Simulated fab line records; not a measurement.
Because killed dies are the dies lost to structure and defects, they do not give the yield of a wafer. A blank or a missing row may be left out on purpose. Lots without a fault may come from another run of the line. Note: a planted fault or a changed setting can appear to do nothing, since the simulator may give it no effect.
Chamber matching    flow nand-harc    pecvd-04 running NHARC_A_CONTACT_DEP_85: 3 sister chambers
The step deposits SiON, target thk 60 nm. 6 wafers are shown with their chamber, then 8 later ones without.

== WAFERS WITH THEIR CHAMBER ==
wafer   chamber  heater-power-w (W)  rf-fwd-power-W (W)
L618.4  2        757                 346.8
L620.1  2        784                 348.3
L620.3  0        671                 347.7
L626.2  0        592                 347.5
L626.6  1        612                 347.8
L627.2  1        611                 347.7

== WAFERS MISSING THEIR CHAMBER ==
wafer   heater-power-w (W)  rf-fwd-power-W (W)
L627.3  664                 347.9
L627.4  669                 348.7
L639.1  660                 349.5
L639.2  635                 349.5
L639.5  731                 346.0
L636.1  643                 347.5
L636.2  727                 348.4
L636.4  728                 347.3

== EACH ONE'S CHAMBER ==
wafer   from the rows above           in truth
L627.3  can't be placed: 0 or 1       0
L627.4  can't be placed: 0 or 1 or 2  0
L639.1  can't be placed: 1 or 0 or 2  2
L639.2  can't be placed: 1 or 0       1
L639.5  can't be placed: 2 or 0 or 1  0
L636.1  can't be placed: 0 or 1       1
L636.2  can't be placed: 2 or 0 or 1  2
L636.4  can't be placed: 2 or 0       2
Correctly placed: 0 of 8. These rows do not allow placing 8 (true chamber among the candidates in 8). Placed wrongly: 0.
How it was worked out, from the rows above alone: a wafer's distance from a chamber is the root of the sum, over the readings, of the square of ((its reading less the chamber's mean) divided by the reading's scatter). The wafer belongs to the nearest chamber; if the next one is less than 2 further off, it can't be placed. The mean given for a chamber averages the wafers shown for that chamber. How the scatter is found: for the shown wafers, subtract from each reading the mean of its chamber, square and add these, divide the total by (wafers less chambers), then take the root.
